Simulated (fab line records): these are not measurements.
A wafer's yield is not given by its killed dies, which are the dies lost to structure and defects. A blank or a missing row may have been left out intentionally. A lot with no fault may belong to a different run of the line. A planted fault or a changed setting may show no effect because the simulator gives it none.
Which tool did it?    flow n5-finfet    72 wafers from 24 lots sampled at 6 of the route's 1938 steps

## WHAT EACH GAUGE READ, for each wafer
N5_MOL_CONTACT_COAG_CD_MEAS_40: target cd 25.1 nm.
lot   measured      on         cd-nm (nm)
L074  day 5 01:19   cd-sem-01  25.17 25.43 25.79
L075  day 5 06:40   cd-sem-02  25.42 25.05 25.10
L076  day 5 15:58   cd-sem-01  25.07 25.14 25.49
L077  day 5 23:31   cd-sem-03  24.90 25.48 24.61
L078  day 6 09:14   cd-sem-02  25.21 24.92 25.32
L079  day 6 12:13   cd-sem-02  25.24 25.13 25.05
L080  day 6 18:42   cd-sem-02  25.02 25.20 25.04
L081  day 7 01:20   cd-sem-02  25.08 24.87 25.17
L082  day 7 07:34   cd-sem-01  25.64 25.07 25.39
L083  day 7 08:16   cd-sem-02  24.76 24.75 25.08
L084  day 7 18:44   cd-sem-03  25.00 25.33 24.99
L085  day 8 02:02   cd-sem-03  25.03 24.88 24.86
L086  day 8 09:34   cd-sem-01  25.19 25.24 25.42
L087  day 8 12:11   cd-sem-02  25.30 25.27 25.17
L088  day 8 20:44   cd-sem-01  25.24 24.93 25.08
L089  day 9 01:09   cd-sem-03  25.22 25.08 25.08
L090  day 9 05:14   cd-sem-02  25.18 25.19 25.33
L091  day 9 12:02   cd-sem-02  25.28 25.03 25.12
L092  day 9 18:43   cd-sem-02  25.14 25.40 25.27
L093  day 9 23:59   cd-sem-02  25.06 25.09 24.82
L094  day 10 03:13  cd-sem-02  25.23 25.18 24.86
L095  day 10 10:31  cd-sem-02  25.23 25.00 24.85
L096  day 10 22:55  cd-sem-02  24.92 25.09 25.05
L097  day 11 07:44  cd-sem-03  24.78 25.01 25.11

N5_BEOL_M0_CUTY_OVL_MEAS_58.
lot   measured      on          M0_ABLK_OVL (nm)
L074  day 5 15:53   overlay-02  1.7 0.4 1.7
L075  day 5 20:20   overlay-02  -0.8 -0.4 -0.2
L076  day 6 05:58   overlay-01  0.5 1.4 0.5
L077  day 6 12:17   overlay-02  0.0 -0.4 0.4
L078  day 6 21:41   overlay-02  0.1 0.4 0.6
L079  day 7 03:08   overlay-02  0.9 1.3 1.9
L080  day 7 07:22   overlay-01  2.0 1.6 2.1
L081  day 7 14:37   overlay-01  0.4 0.0 1.0
L082  day 7 22:54   overlay-02  -0.7 -0.6 -0.4
L083  day 8 00:35   overlay-01  1.1 0.2 0.3
L084  day 8 09:01   overlay-02  1.4 1.0 1.0
L085  day 8 15:37   overlay-02  0.4 0.4 1.1
L086  day 9 00:26   overlay-02  1.1 1.8 0.1
L087  day 9 02:43   overlay-01  0.9 1.8 -0.4
L088  day 9 13:13   overlay-02  0.5 -0.1 -0.3
L089  day 9 13:35   overlay-02  1.2 1.3 0.9
L090  day 9 19:13   overlay-02  1.0 0.5 1.3
L091  day 10 01:32  overlay-01  0.2 0.6 1.1
L092  day 10 07:23  overlay-01  0.4 0.8 1.6
L093  day 10 12:10  overlay-01  -0.1 1.7 0.9
L094  day 10 15:51  overlay-02  1.0 0.8 0.9
L095  day 10 22:28  overlay-02  0.4 0.2 0.3
L096  day 11 12:35  overlay-01  0.9 1.4 -0.2
L097  day 11 23:54  overlay-02  0.0 0.8 -1.1

## TOOL THAT RAN EACH LOT (tool first, then ch and the chambers of the sampled wafers, then the start)
lot   N5_GATE_CUT_HM_DEP_46           N5_GATE_CUT_ETCH_37                 N5_MOL_CONTACT_COAG_ETCHBACK_136    N5_MOL_CONTACT_COAG_STRIP_49
L074  pecvd-01 ch 1,2, day 4 11:35    rie-diel-04 ch 2,3, day 4 12:07     rie-diel-01 ch 0,1,2, day 5 02:14   plasma-asher-01 ch 0,1, day 5 02:29
L075  pecvd-01 ch 0,1, day 4 16:02    rie-diel-03 ch 0,1,3, day 4 16:43   rie-diel-01 ch 1,2,3, day 5 07:14   plasma-asher-01 ch 0,1, day 5 07:28
L076  pecvd-01 ch 0,2, day 4 23:13    rie-diel-03 ch 0,2,3, day 4 23:45   rie-diel-01 ch 0,1,2, day 5 16:48   plasma-asher-01 ch 0,1, day 5 17:02
L077  pecvd-03 ch 0,2, day 5 05:19    rie-diel-03 ch 0,2, day 5 05:54     rie-diel-01 ch 0,1,2, day 6 00:04   plasma-asher-02 ch 0,1, day 6 00:19
L078  pecvd-01 ch 0,1, day 5 15:54    rie-diel-02 ch 0,1,3, day 5 16:26   rie-diel-05 ch 0,2,3, day 6 09:47   plasma-asher-02 ch 0,1, day 6 10:03
L079  pecvd-04 ch 0,1,2, day 5 19:46  rie-diel-03 ch 1,2,3, day 5 20:18   rie-diel-05 ch 0,2,3, day 6 13:09   plasma-asher-02 ch 0,1, day 6 13:38
L080  pecvd-04 ch 1,2, day 6 03:07    rie-diel-03 ch 2,3, day 6 04:29     rie-diel-01 ch 0,2,3, day 6 19:28   plasma-asher-02 ch 0,1, day 6 19:43
L081  pecvd-03 ch 0,2, day 6 08:58    rie-diel-03 ch 0,1,2, day 6 09:30   rie-diel-01 ch 0,1,2, day 7 02:10   plasma-asher-02 ch 0,1, day 7 02:24
L082  pecvd-04 ch 0,2, day 6 15:19    rie-diel-04 ch 1,2,3, day 6 15:59   rie-diel-01 ch 0,2,3, day 7 08:23   plasma-asher-02 ch 0,1, day 7 08:37
L083  pecvd-01 ch 0,1,2, day 6 18:01  rie-diel-02 ch 0,2,3, day 6 18:40   rie-diel-06 ch 1,2,3, day 7 09:14   plasma-asher-02 ch 0,1, day 7 09:44
L084  pecvd-01 ch 0,1,2, day 7 03:23  rie-diel-02 ch 0,1, day 7 03:55     rie-diel-05 ch 0,1,2, day 7 19:42   plasma-asher-02 ch 1, day 7 20:05
L085  pecvd-01 ch 0, day 7 09:53      rie-diel-04 ch 2,3, day 7 10:50     rie-diel-06 ch 0,1,3, day 8 02:36   plasma-asher-01 ch 0, day 8 02:50
L086  pecvd-01 ch 1,2, day 7 16:35    rie-diel-03 ch 0,1,2, day 7 17:07   rie-diel-06 ch 1,2,3, day 8 10:14   plasma-asher-01 ch 0,1, day 8 10:29
L087  pecvd-03 ch 0,1,2, day 7 19:50  rie-diel-02 ch 0,1, day 7 20:30     rie-diel-01 ch 1,2,3, day 8 12:47   plasma-asher-02 ch 0,1, day 8 13:01
L088  pecvd-03 ch 1,2, day 8 03:02    rie-diel-04 ch 0,2, day 8 03:56     rie-diel-01 ch 2,3, day 8 21:37     plasma-asher-02 ch 0,1, day 8 21:54
L089  pecvd-04 ch 0,1,2, day 8 07:09  rie-diel-02 ch 0,3, day 8 07:43     rie-diel-05 ch 0,3, day 9 01:44     plasma-asher-01 ch 0,1, day 9 01:58
L090  pecvd-01 ch 0,2, day 8 11:47    rie-diel-03 ch 0,2,3, day 8 12:19   rie-diel-05 ch 0,2,3, day 9 05:55   plasma-asher-01 ch 0,1, day 9 06:09
L091  pecvd-01 ch 0,1, day 8 18:26    rie-diel-04 ch 0,1,3, day 8 19:06   rie-diel-06 ch 1,2,3, day 9 12:38   plasma-asher-02 ch 0,1, day 9 12:52
L092  pecvd-03 ch 0,1, day 9 01:23    rie-diel-02 ch 0,1,3, day 9 02:03   rie-diel-06 ch 1,2,3, day 9 19:29   plasma-asher-02 ch 0,1, day 9 19:43
L093  pecvd-04 ch 0,1, day 9 08:59    rie-diel-04 ch 0,1,2, day 9 09:39   rie-diel-06 ch 0,1,3, day 10 00:33  plasma-asher-02 ch 0,1, day 10 00:47
L094  pecvd-01 ch 0,1,2, day 9 10:29  rie-diel-03 ch 0,1,2, day 9 11:04   rie-diel-06 ch 0,1, day 10 03:55    plasma-asher-02 ch 0,1, day 10 04:09
L095  pecvd-03 ch 0,1,2, day 9 18:03  rie-diel-02 ch 0,1,3, day 9 18:43   rie-diel-05 ch 0,2, day 10 11:04    plasma-asher-02 ch 0,1, day 10 11:19
L096  pecvd-04 ch 0,1, day 10 08:20   rie-diel-03 ch 0,2,3, day 10 08:53  rie-diel-06 ch 0,1, day 10 23:35    plasma-asher-01 ch 0,1, day 10 23:50
L097  pecvd-03 ch 0,2, day 10 11:28   rie-diel-03 ch 0,1,2, day 10 12:00  rie-diel-01 ch 1,2, day 11 09:16    plasma-asher-01 ch 0,1, day 11 09:30
- N5_GATE_CUT_HM_DEP_46: deposits SiO2 from TEOS/O2, target thk 130 nm, time 26.6 s.
- N5_GATE_CUT_ETCH_37: etches SOC in N2/H2, target depth 60 nm, overetch 12 nm, time 90 s.
- N5_MOL_CONTACT_COAG_ETCHBACK_136: etches SiO2 in CHF3, target depth 25 nm, time 16.7 s.
- N5_MOL_CONTACT_COAG_STRIP_49: strips in N2/H2, time 30 s.

## WHAT THE TOOLS THEMSELVES READ (means of the sampled wafers that have a number; where no wafer has one, the mark that the record gives instead)
N5_GATE_CUT_HM_DEP_46.
lot   tool      heater-power-w (W)  showerhead-plenum-p-Torr (Torr)  throttle-valve-pct (%)
L074  pecvd-01  592                 8.35                             17.8
L075  pecvd-01  698                 8.34                             19.4
L076  pecvd-01  677                 8.36                             18.8
L077  pecvd-03  683                 8.31                             19.2
L078  pecvd-01  686                 8.36                             19.5
L079  pecvd-04  484                 8.33                             18.4
L080  pecvd-04  403                 8.33                             18.9
L081  pecvd-03  656                 8.31                             19.2
L082  pecvd-04  530                 8.39                             18.5
L083  pecvd-01  653                 8.35                             18.7
L084  pecvd-01  682                 8.35                             18.6
L085  pecvd-01  606                 8.36                             20.5
L086  pecvd-01  653                 8.35                             17.8
L087  pecvd-03  670                 8.33                             18.8
L088  pecvd-03  614                 8.35                             18.3
L089  pecvd-04  428                 8.34                             18.4
L090  pecvd-01  695                 8.37                             19.5
L091  pecvd-01  573                 8.34                             18.8
L092  pecvd-03  616                 8.35                             18.6
L093  pecvd-04  369                 8.29                             18.3
L094  pecvd-01  639                 8.35                             18.9
L095  pecvd-03  609                 8.33                             18.8
L096  pecvd-04  383                 8.28                             18.6
L097  pecvd-03  577                 8.32                             19.6

N5_GATE_CUT_ETCH_37.
lot   tool         drypump-motor-current-A (A)  oes-product-au (a.u.)  rf-vpp-V (V)  showerhead-plenum-p-Torr (Torr)  temp-c (C)  throttle-valve-pct (%)
L074  rie-diel-04  5.7                          0.64                   522.8         2.52                             40.03       18.01
L075  rie-diel-03  5.7                          0.68                   522.5         2.51                             39.98       17.80
L076  rie-diel-03  6.2                          0.70                   521.5         2.45                             39.96       17.82
L077  rie-diel-03  6.1                          0.68                   521.2         2.44                             39.94       17.83
L078  rie-diel-02  5.9                          0.67                   522.5         2.51                             39.84       17.71
L079  rie-diel-03  5.7                          0.67                   522.6         2.50                             39.96       17.85
L080  rie-diel-03  6.2                          0.71                   522.3         2.46                             39.95       17.83
L081  rie-diel-03  5.7                          0.65                   522.5         2.49                             40.02       17.88
L082  rie-diel-04  5.9                          0.65                   524.1         2.56                             39.96       17.93
L083  rie-diel-02  5.7                          0.64                   523.3         2.55                             40.09       17.84
L084  rie-diel-02  5.7                          0.68                   521.4         2.48                             40.14       17.81
L085  rie-diel-04  5.8                          0.64                   522.8         2.51                             40.16       18.04
L086  rie-diel-03  5.7                          0.65                   522.2         2.49                             40.04       17.87
L087  rie-diel-02  5.7                          0.68                   520.3         2.42                             40.03       17.59
L088  rie-diel-04  5.7                          0.62                   522.7         2.51                             39.86       18.06
L089  rie-diel-02  5.9                          0.65                   523.5         2.57                             40.09       17.98
L090  rie-diel-03  6.2                          0.68                   520.8         2.44                             40.00       17.86
L091  rie-diel-04  5.8                          0.65                   524.8         2.56                             40.01       17.98
L092  rie-diel-02  5.9                          0.74                   522.8         2.50                             40.00       17.60
L093  rie-diel-04  5.8                          0.72                   524.2         2.55                             39.96       17.85
L094  rie-diel-03  5.7                          0.74                   523.2         2.49                             40.10       17.75
L095  rie-diel-02  5.9                          0.72                   522.5         2.50                             39.98       17.62
L096  rie-diel-03  6.2                          0.67                   521.4         2.43                             39.95       17.89
L097  rie-diel-03  5.7                          0.72                   522.1         2.48                             40.02       17.77

N5_MOL_CONTACT_COAG_ETCHBACK_136.
lot   tool         drypump-motor-current-A (A)  oes-product-au (a.u.)  rf-vpp-V (V)  showerhead-plenum-p-Torr (Torr)  throttle-valve-pct (%)
L074  rie-diel-01  5.7                          0.74                   520           2.35                             18.80
L075  rie-diel-01  5.4                          0.78                   523           2.33                             18.52
L076  rie-diel-01  5.7                          0.73                   520           2.35                             18.79
L077  rie-diel-01  5.7                          0.74                   520           2.35                             18.80
L078  rie-diel-05  5.4                          0.89                   524           2.40                             18.63
L079  rie-diel-05  5.4                          0.91                   524           2.39                             18.63
L080  rie-diel-01  5.6                          0.77                   521           2.32                             18.64
L081  rie-diel-01  5.7                          0.73                   520           2.34                             18.81
L082  rie-diel-01  5.6                          0.77                   521           2.32                             18.63
L083  rie-diel-06  5.9                          0.76                   520           2.45                             18.96
L084  rie-diel-05  5.7                          0.89                   521           2.36                             18.57
L085  rie-diel-06  5.6                          0.80                   523           2.50                             18.95
L086  rie-diel-06  5.9                          0.76                   521           2.45                             18.97
L087  rie-diel-01  5.4                          0.75                   522           2.32                             18.57
L088  rie-diel-01  5.3                          0.78                   521           2.30                             18.43
L089  rie-diel-05  5.2                          0.87                   528           2.46                             18.53
L090  rie-diel-05  5.4                          0.86                   524           2.39                             18.66
L091  rie-diel-06  5.9                          0.75                   521           2.44                             18.98
L092  rie-diel-06  5.9                          0.75                   521           2.44                             18.99
L093  rie-diel-06  5.6                          0.80                   524           2.49                             18.96
L094  rie-diel-06  5.3                          0.83                   523           2.51                             18.86
L095  rie-diel-05  5.6                          0.85                   520           2.31                             18.80
L096  rie-diel-06  5.3                          0.84                   522           2.51                             18.87
L097  rie-diel-01  5.5                          0.70                   520           2.33                             18.80

N5_MOL_CONTACT_COAG_STRIP_49.
lot   tool             drypump-motor-current-A (A)  heater-power-w (W)  temp-c (C)
L074  plasma-asher-01  4.8                          355                 249.87
L075  plasma-asher-01  5.0                          347                 250.01
L076  plasma-asher-01  4.8                          355                 249.87
L077  plasma-asher-02  5.8                          326                 249.93
L078  plasma-asher-02  5.9                          276                 250.20
L079  plasma-asher-02  5.9                          273                 250.20
L080  plasma-asher-02  5.8                          326                 249.98
L081  plasma-asher-02  5.8                          324                 249.93
L082  plasma-asher-02  5.9                          272                 250.02
L083  plasma-asher-02  5.9                          273                 249.94
L084  plasma-asher-02  6.0                          228                 249.95
L085  plasma-asher-01  5.1                          328                 250.15
L086  plasma-asher-01  4.8                          355                 249.93
L087  plasma-asher-02  5.9                          278                 249.87
L088  plasma-asher-02  5.9                          277                 250.30
L089  plasma-asher-01  4.8                          363                 250.03
L090  plasma-asher-01  4.8                          365                 249.97
L091  plasma-asher-02  5.9                          274                 250.01
L092  plasma-asher-02  5.8                          327                 250.01
L093  plasma-asher-02  5.8                          325                 250.07
L094  plasma-asher-02  5.8                          320                 250.12
L095  plasma-asher-02  5.8                          325                 250.07
L096  plasma-asher-01  4.8                          358                 250.00
L097  plasma-asher-01  5.0                          337                 249.79

## THE ANSWER, worked out from the rows above alone
Rule: the usual values come from the lots themselves. Put in order of their means at a reading, lots are off if they are a third of the lots or fewer, leave a main group of 4 or more, and stand apart from it by a gap of 3 or more times the standard deviation of the main group's means; of several such gaps the widest counts. The tables above print the reading to a certain number of digits; a main group whose means all agree to those digits is not used. Also off: a lot with no number at a reading for which 4 or more lots have one. All remaining lots with rows at the step are treated as sound. After the gauges, taken in route order, come the tools' own readings; for these a lot's mean is taken, as printed above. At the first step where some lot is off, the reading lying furthest off is the one used; lots without a number count as furthest.
Nothing can be told from this: no lot is off at any reading shown.

## WHAT THE SIMULATOR HAD PUT IN
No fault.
